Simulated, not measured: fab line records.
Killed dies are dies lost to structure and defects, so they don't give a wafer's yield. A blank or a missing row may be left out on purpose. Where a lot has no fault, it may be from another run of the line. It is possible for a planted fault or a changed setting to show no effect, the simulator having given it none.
8D (eight disciplines) problem report, filled in by code ; flow nand harc ; the parts of the form that need people (team, actions taken, sign-off) are left out

== 1. PROBLEM STATEMENT ==
At NHARC_END_SORT_01, killed at array averages 672 over 6 wafers from 2 lots, while fault-free wafers read 59, standard deviation 19. That puts it +32 standard deviations away from the usual mean.
First observed at day 32 18:33: wafer L831.2, on prober-01. The record holds 6 wafers of 2 lots with a number at this step. By rule, "out" or "out of limits" means more than 4 standard deviations away from the usual mean. All remaining wafers that have a number are taken as sound.

== 2. WHAT IT IS, AND WHAT IT ISN'T ==
question;is;is not
which readings at this step;killed at array, killed dies;killed at other, killed short
which lots;L831, L832;-
which wafers of those lots;all that have a number;-
read on which gauges;prober-01, prober-02;-
when;from day 32 18:33;up to then (0 sound wafers)

== 3. THE SUSPECTS, EACH WITH WHAT RULES IT OUT ==
Counting: a tool at a process step up to the reading stays a suspect if it ran every lot that is out and no sound lot after the first of them.
- ruled out: the gauge at NHARC_END_SORT_01. The wafers that are out were read on 2 gauges (prober-01, prober-02).
- rie diel-11 at NHARC_A_CONTACT_ETCH_49 (etches the open film in N2/H2, target depth 260 nm, time 475.3 s): kept. It ran every lot that is out, first L831 (day 29 11:26), and no sound lot after that.
Left after counting: rie diel-11 at NHARC_A_CONTACT_ETCH_49.

== 4. THE CAUSE (what the simulator had put in) ==
At NHARC_A_CONTACT_ETCH_49, the step was skipped entirely on rie diel-11 from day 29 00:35 on. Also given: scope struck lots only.
Counting left only this tool.

== 5. THE EFFECT CHAIN, in route order ==
One row per reading whose mean, taken over the struck wafers that have a number, lies over 3 standard deviations from the usual. Only readings whose record carries a usual standard deviation are examined. hours: median over the lots of the time between each lot's start at the first step of this table that gives one and its start at this step. sigmas: the change, counted in usual standard deviations.
hours;step;reading;usual;on struck wafers;change;sigmas
0;NHARC_END_SORT_01;killed at array;59;672;+613;+32
0;NHARC_END_SORT_01;killed dies;64;677;+613;+32
Readings that are blank on the struck wafers while sound wafers have them: bias w at NHARC_A_CONTACT_ETCH_49; chamber pressure mTorr at NHARC_A_CONTACT_ETCH_49; drypump motor current A at NHARC_A_CONTACT_ETCH_49; h2 flow sccm at NHARC_A_CONTACT_ETCH_49; oes product au at NHARC_A_CONTACT_ETCH_49; rf vpp V at NHARC_A_CONTACT_ETCH_49; showerhead plenum p Torr at NHARC_A_CONTACT_ETCH_49; throttle valve pct at NHARC_A_CONTACT_ETCH_49.

== 6. HOW IT WOULD HAVE BEEN CAUGHT EARLIER ==
Counted from the fault's start at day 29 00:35, it took 90 hours until the first out-of-limits reading at a measuring or inspecting step in this record, taken at day 32 18:33.
At NHARC_A_CONTACT_ETCH_49 the tool's readings are blank on the struck wafers, where sound wafers have them: an empty tool record is the first sign, and it was there at once.
By day 32 18:33, every lot that is out (2) had started NHARC_A_CONTACT_ETCH_49 on rie diel-11. None of them would have been spared by holding the tool at that moment.
